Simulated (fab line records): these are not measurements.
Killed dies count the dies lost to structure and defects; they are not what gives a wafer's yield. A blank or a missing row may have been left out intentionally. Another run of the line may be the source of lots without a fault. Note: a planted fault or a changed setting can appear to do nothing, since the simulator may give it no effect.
fab line records    flow n5-finfet
[record] lots = 4  wafers = 11  last-day = 19
route steps=1938 shown BEOL_M1@831 BEOL_M2@841 BEOL_M4@1111 PASSIVATION@1936
lots untouched by any fault: they come from a run of this same line in which no faults occurred
start-h: start of the lot's first displayed wafer, in hours after the record's first day    wait-h: how many hours have passed since the lot's step before this one    " repeats the value in the row above    L1.1+2: a row that stands for several wafers    - either no value or no given start    * or withheld: withheld    < > ~ a bound
route shown NAME@n: a module of which the file shows steps, and the number in the route of the first    usual: average and standard deviation across the fault-free wafers    same: alike in all rows    chamber/n: place in a boat    sites: per-site readings    _std_site: the values' standard deviation    _edge_site: mean of outer sites minus mean of inner sites    radius-mm: how far each site lies from the wafer's centre    mask NAME#n: copy n    behind: the tool/chamber that last shaped the wafer    hold: why the lot went on hold/how many hours it stayed there/how the hold came to an end    device: whichever transistor did not switch (one of n, p or np)    end of line: tests run on the same wafers once the route is complete    where a step has no rows: the recipe by itself    killed: not the wafer's yield, but the dies lost to structure and defects at the first sort    map: per-die view of a wafer (x killed, . not killed, _ where there is no die)
set.NAME: the setting that was run; set.NAME@STEP: the one run at that earlier step    model.NAME: the simulator's own value behind a step, which no gauge read
lots at some steps of the route; a table a step, a row a wafer
services: when a tool's chamber went out of use (start-h, in hours from the record's first day, below 0 if earlier), for how many hours, and the reason
[[steps]]
[step N5_BEOL_M1_ECD_50]
[recipe] material = Cu  target-thk-a = 3000
[step N5_BEOL_M1_ANNEAL_51]
[recipe] temp-c = 225  time-s = 90  ambient = N2
[step N5_BEOL_M1_CMP_52]
[recipe] stop-on = SiOC  t-overpolish-s = 6.8  down-force-psi = 1  platen-rpm = 50  clearing-platen-down-force-psi = 1.5  clearing-platen-rpm = 50  post-cmp-clean = cu-alkaline  target-thk-nm = 40  clearing-platen-pad-velocity-m-s = 0.99484  pad-velocity-m-s = 0.99484
[step N5_BEOL_M1_PRE_CLEAN_60]
[recipe] gas = NH3/H2  time-s = 15  temp-c = *  rf-power-w = 300
[step N5_BEOL_M1_CO_CAP_55]
[recipe] material = Co  target-thk-a = 20  temp-c = 200  precursor = CCTBA/H2  pressure-torr = 30  time-s = 102.1
[step N5_BEOL_M1_PRE_CLEAN_56]
[recipe] gas = NH3  time-s = 15  temp-c = withheld  rf-power-w = 300
[step N5_BEOL_M1_DEP_57]
[recipe] material = SiCN  target-thk-a = 80  temp-c = withheld  precursor = 3MS/NH3  pressure-torr = 3  rf-w = 202  time-s = 14
[step N5_BEOL_M2_ILD_DEP_00]
[recipe] material = SiOC  target-thk-a = 790  temp-c = 350  precursor = DEMS/O2  pressure-torr = 5  rf-w = 500  time-s = 15.3
[step N5_BEOL_M2_PECVD_72]
[recipe] material = SiO2  target-thk-a = 160  temp-c = 400  precursor = TEOS/O2  pressure-torr = 5.5  rf-w = 450  teos-flow-sccm = 53.8  gas = O2  flow-sccm = 3000  time-s = 18
[usual] chamber-pressure-Torr = 5.500/0.012  heater-power-w = 690/94  showerhead-plenum-p-Torr = 8.79/0.057  throttle-valve-pct = 22.7/0.96
lot.wafer  tool      chamber  start-h  wait-h  chamber-pressure-Torr  heater-power-w  showerhead-plenum-p-Torr  throttle-valve-pct  model.SiO2_of_BEOL_M2_PECVD_72.thk-nm
L409.2     pecvd-03  2        156.69   0.0     5.514                  755             8.73                      22.6                15.8
L409.4     "         1        "        "       5.518                  756             8.75                      23.2                16
L409.6     "         2        "        "       5.498                  753             8.75                      22.5                15.8
L420.1     pecvd-03  1        257.75   0.0     5.506                  825             8.77                      23.4                11.6
L420.2     "         2        "        "       5.510                  691             8.74                      22.8                16
L420.4     "         1        "        "       5.507                  813             8.77                      23.4                16.2
L418.1     pecvd-03  0        261.26   0.0     5.501                  784             8.84                      23.7                11.8
L418.5     "         2        "        "       5.501                  781             8.74                      23.1                16
L428.2     pecvd-04  1        285.20   0.0     5.486                  612             8.87                      22.2                15.6
L428.4     "         1        "        "       5.497                  587             8.84                      22.4                16
L428.5     "         0        "        "       5.502                  703             8.81                      23.7                15.8
[step N5_BEOL_M2_HM_DEP_02]
[recipe] material = TiN  target-thk-a = 200  temp-c = 25  chamber-pressure-pa = 0.49996
[step N5_BEOL_M2_COAT_61]
[recipe] resist = SOC  temp-c = 250  time-s = 60  spin-rpm = 1500  resist-thk-nm = 60
[step N5_BEOL_M2_COAT_62]
[recipe] resist = SiARC  temp-c = 220  time-s = 60  spin-rpm = 1500  resist-thk-nm = 12
[step N5_BEOL_M2_COAT_73]
[recipe] resist = underlayer  temp-c = 205  time-s = 60  spin-rpm = 1500  resist-thk-nm = 5
[step N5_BEOL_M2_COAT_05]
[recipe] resist = CAR-EUV  spin-rpm = 1500  resist-thk-nm = 30
[step N5_BEOL_M2_EBR_07]
[recipe] solvent = PGMEA  ebr-width-mm = 1.5
[step N5_BEOL_M2_SOFTBAKE_06]
[recipe] temp-c = 110  time-s = 60  resist = CAR-EUV
[step N5_BEOL_M2_EXPOSE_08]
[recipe] mask-id = M2  na = 0.33  source-shape = dipole  sigma-inner = 0.369  sigma-outer = 0.767  polarization = unpolarized  dose-mj = 41.25
[step N5_BEOL_M2_PEB_09]
[recipe] peb-temp-c = 100  peb-time-s = 60  resist = CAR-EUV
[step N5_BEOL_M2_DEVELOP_10]
[recipe] develop-time-s = 30  developer = TMAH  resist = CAR-EUV  rinse-liquid = surfactant-rinse  dry = air-spin  dev-temp-c = 23
[step N5_BEOL_M2_DESCUM_16]
[recipe] chemistry = O2  time-s = 7  source-power-w = 50  bias-power-w = 20  pressure-mtorr = 20  rf-frequency-hz = 2.712e+07  temp-c = 40  resist = CAR-EUV  o2-flow-sccm = 225
[step N5_BEOL_M2_ETCH_74]
[recipe] chemistry = N2/H2  target = underlayer  target-depth-a = 65  mask-material = CAR-EUV  time-s = 5.2  ion-energy-ev = 200  pressure-mtorr = 30  source-w = 840  bias-w = 150  n2-flow-sccm = 200  h2-flow-sccm = 200  ends = cleared
[step N5_BEOL_M2_ETCH_63]
[recipe] chemistry = CF4  target = SiARC  target-depth-a = 156  mask-material = CAR-EUV  time-s = 26  ion-energy-ev = 80  pressure-mtorr = 40  source-w = 545  bias-w = 36  Ar_flow_sccm = 100  cf4-flow-sccm = 100  ends = cleared
[step N5_BEOL_M2_ETCH_64]
[recipe] chemistry = N2/H2  target = SOC  target-depth-a = 750  overetch-a = 225  mask-material = SiARC  temp-c = 40  time-s = 121.9  ion-energy-ev = 200  pressure-mtorr = 30  source-w = 840  bias-w = 150  n2-flow-sccm = 200  h2-flow-sccm = 200
[step N5_BEOL_M2_STRIP_65]
[recipe] chemistry = N2/H2  temp-c = 40  n2-flow-sccm = 200  h2-flow-sccm = 200  rf-frequency-hz = 6e+07
[step N5_BEOL_M2_STRIP_75]
[recipe] chemistry = N2/H2  temp-c = 40  n2-flow-sccm = 200  h2-flow-sccm = 200  rf-frequency-hz = 6e+07
[step N5_BEOL_M2_STRIP_66]
[recipe] chemistry = CF4  resist = SiARC  power-w = 300  bias-power-w = 75  pressure-mtorr = 50  cf4-flow-sccm = 150  rf-frequency-hz = 6e+07
[step N5_BEOL_M2_HM_OPEN_17]
[recipe] chemistry = Cl2/BCl3  target-depth-a = 200  overetch-a = 60  target = TiN  mask-material = SOC  ion-energy-ev = 150  pressure-mtorr = 10  icp-w = 1000  bias-w = 126  Cl2_flow_sccm = 53.25  bcl3-flow-sccm = 21.75  Ar_flow_sccm = 25
[step N5_BEOL_M2_STRIP_19]
[recipe] chemistry = O2  power-w = 400  temp-c = 40  pressure-mtorr = 30  rf-frequency-hz = 6e+07  bias-power-w = 0  overash-fraction = 0.2  o2-flow-sccm = 225
[step N5_BEOL_M2_COAT_67]
[recipe] resist = SOC  temp-c = 250  time-s = 60  spin-rpm = 1500  resist-thk-nm = 60
[step N5_BEOL_M2_COAT_68]
[recipe] resist = SiARC  temp-c = 220  time-s = 60  spin-rpm = 1500  resist-thk-nm = 12
[step N5_BEOL_M2_COAT_76]
[recipe] resist = underlayer  temp-c = 205  time-s = 60  spin-rpm = 1500  resist-thk-nm = 5
[step N5_BEOL_M2_COAT_22]
[recipe] resist = CAR-EUV  spin-rpm = 1500  resist-thk-nm = 30
[step N5_BEOL_M2_EBR_24]
[recipe] solvent = PGMEA  ebr-width-mm = 1.5
[step N5_BEOL_M2_SOFTBAKE_23]
[recipe] temp-c = 110  time-s = 60  resist = CAR-EUV
[step N5_BEOL_M2_HM_STRIP_39]
[recipe] chemistry = peroxide-tin-strip  material = TiN  target-depth-a = 250  temp-c = 50  time-s = 158
lot.wafer  tool          chamber  start-h  wait-h  model.SiO2_of_BEOL_M2_PECVD_72.thk-nm
L409.2     wet-bench-05  6        162.73   0.0     15.6
L409.4     "             5        "        "       16
L409.6     "             2        "        "       15.8
L420.1     wet-bench-06  3        262.89   0.0     11.4
L420.2     "             1        "        "       15.8
L420.4     "             7        "        "       16
L418.1     wet-bench-05  6        273.15   0.0     11.6
L418.5     "             7        "        "       15.8
L428.2     wet-bench-05  2        294.37   0.0     15.4
L428.4+5   "             3,7      "        "       15.8
[step N5_BEOL_M2_CMP_52]
[recipe] stop-on = SiOC  t-overpolish-s = 6.8  down-force-psi = 1  platen-rpm = 50  clearing-platen-down-force-psi = 1.5  clearing-platen-rpm = 50  post-cmp-clean = cu-alkaline  target-thk-nm = 40  clearing-platen-pad-velocity-m-s = 0.99484  pad-velocity-m-s = 0.99484
[usual] barrier-field-endpoint-s = 24.6/0.63  motor-current-A = 6.3/0.64  slurry-flow-ml-min = 150.1/0.45
lot.wafer  tool    chamber  start-h  wait-h  barrier-field-endpoint-s  motor-current-A  slurry-flow-ml-min
L409.2     cmp-01  1        167.56   0.2     24.2                      7.0              149.7
L409.4     "       3        "        "       24.4                      5.2              149.8
L409.6     "       1        "        "       24.7                      7.3              149.9
L420.1     cmp-04  3        267.78   0.3     19.6                      5.2              150.9
L420.2     "       0        "        "       24.5                      5.2              150.5
L420.4     "       2        "        "       25.4                      6.9              150.5
L418.1     cmp-03  0        277.70   0.3     20.2                      6.0              150.7
L418.5     "       0        "        "       25.1                      5.8              150.1
L428.2     cmp-01  3        299.57   0.2     24.1                      5.2              150.1
L428.4     "       0        "        "       25.1                      5.8              149.5
L428.5     "       3        "        "       24.6                      5.4              149.7
[step N5_BEOL_M4_RC_MEAS_101]
[usual] DIBL_N = 36.3/1.9  DIBL_P = 36.0/2.1  IOFF_N = 0.16/0.031  IOFF_P = 0.21/0.035  ION_N = 675/14  ION_P = 464/8.5  SS_N = 71.5/0.6  SS_P = 73.3/0.72  VT_N = 250/3.2  VT_P = -250/3.1
lot.wafer  tool       chamber  start-h  wait-h  DIBL_N[mV/V]  DIBL_P[mV/V]  IOFF_N[nA/um]  IOFF_P[nA/um]  ION_N[uA/um]  ION_P[uA/um]  SS_N[mV/dec]  SS_P[mV/dec]  VT_N[mV]  VT_P[mV]
L409.2     prober-02  0        186.20   0.2     35.7          36.1          0.15           0.20           679           466           71.0          73.9          252       -252
L409.4     "          0        "        "       38.5          39.5          0.18           0.25           674           465           72.0          74.8          252       -247
L409.6     "          0        "        "       34.7          35.2          0.13           0.19           660           457           71.1          73.1          252       -255
L420.1     prober-01  0        302.36   0.0     35.9          35.1          0.14           0.16           676           461           71.2          73.4          254       -254
L420.2     "          0        "        "       36.6          36.0          0.16           0.19           672           464           71.3          72.6          250       -253
L420.4     "          0        "        "       32.7          32.0          0.10           0.13           670           462           70.9          72.2          256       -259
L418.1     prober-02  0        320.06   0.0     37.1          36.4          0.16           0.20           672           461           72.1          73.9          255       -252
L418.5     "          0        "        "       36.8          37.2          0.16           0.22           674           461           71.2          73.9          251       -254
L428.2     prober-01  0        340.83   0.2     36.4          36.4          0.14           0.21           650           452           71.2          72.6          254       -250
L428.4     "          0        "        "       35.2          35.1          0.14           0.19           665           461           71.4          72.9          250       -254
L428.5     "          0        "        "       36.7          37.6          0.17           0.22           663           457           71.0          73.8          252       -250
[step N5_PASSIVATION_PROBE_49]
[usual] defect-limited-yield = 91.0/1.5  killed_at_M0_to_M3 = 32/9.6  killed_at_M4_up = 13/4.7  killed-at-contacts = 13/7.2  killed-at-front-end = 44/13  killed-at-other = 4/3.4  killed-dies = 106/18  killed-open = 70/13  killed-short = 35/8  sort_bin_5_function = 5.3/0.97  sort_bin_6_memory = 3.4/0.73  sort-n-pass = 1074/18  sort-yield-pct = 91.0/1.5
[same] gross-dies = 1180  killed-at-back-side = 0  sort_bin_4_leakage[%] = 0  sort_bin_8_speed[%] = 0
lot.wafer  tool       chamber  start-h  wait-h  defect-limited-yield[%]  killed_at_M0_to_M3  killed_at_M4_up  killed-at-contacts  killed-at-front-end  killed-at-other  killed-dies  killed-open  killed-short  sort_bin_5_function[%]  sort_bin_6_memory[%]  sort-n-pass  sort-yield-pct[%]
L420.1     prober-02  -        425.07   0.0     91.0                     31                  15               5                   48                   7                106          55           44            5.5                     3.1                   1074         91.0
// killed by level:class
L420.1 FIN_SAQP:geometric-particle:short=15 FIN_SAQP:geometric-particle:open=13 BEOL_M0_SAQP:geometric-particle:open=8 BEOL_M3:geometric-particle:open=7 ILD0:geometric-particle:short=5 MOL_CONTACT_COAG:geometric-particle:open=5 BEOL_M2:geometric-particle:open=4 BEOL_M0_SAQP:geometric-particle:short=4
[[services]]
tool          chamber  start-h  hours  kind
pecvd-03      2        145.82   5.5    scheduled-down
cmp-03        -        153.60   5.6    pm
cmp-01        -        156.94   4.0    pm
pecvd-03      0        158.99   5.5    scheduled-down
cmp-01        -        160.94   -      consumable-replace:conditioner
cmp-01        -        160.94   -      consumable-replace:pad
cmp-04        -        179.71   17.3   pm
cmp-01        -        180.89   3.8    repair
pecvd-04      2        191.56   2.1    scheduled-down
pecvd-04      2        202.38   -      clean
pecvd-04      2        202.38   -      consumable-replace:showerhead
cmp-04        -        208.65   19.4   repair
pecvd-03      1        210.14   2.1    scheduled-down
cmp-01        -        224.40   0.8    repair
cmp-01        -        231.27   3.5    pm
wet-bench-06  -        236.80   1.9    pm
wet-bench-06  -        240.43   2.1    repair
cmp-01        -        246.25   7.9    pm
cmp-03        -        254.31   4.0    pm
cmp-04        -        259.59   4.0    pm
pecvd-03      0        263.54   -      calibration
cmp-03        -        282.78   8.0    pm
cmp-04        -        286.28   2.3    repair
cmp-03        -        297.70   4.0    repair
[[key]]
[first-sign] step = N5_BEOL_M2_CMP_52  reading = barrier-field-endpoint-s  direction = down  sigmas = 7.5  usual = 24.6  struck = 19.9
effect none on later readings
[model-effect] step = N5_BEOL_M2_PECVD_72  value = SiO2_of_BEOL_M2_PECVD_72.thk-nm  without = 16.1  struck = 11.7
[model-effect] step = N5_BEOL_M2_HM_STRIP_39  value = SiO2_of_BEOL_M2_PECVD_72.thk-nm  without = 15.9  struck = 11.5
met-at N5_BEOL_M2_PECVD_72
struck-wafers L418.1,L420.1
onset-between 156.69 257.75
[fault] kind = process-parameter-drift  tool = pecvd-03  chamber = -  onset-h = 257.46  steps = N5_BEOL_M2_PECVD_72  channel = time-s  offset = *  shape = step  end-h = 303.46  scope = struck-wafers-only  acts-in = *  stated = *
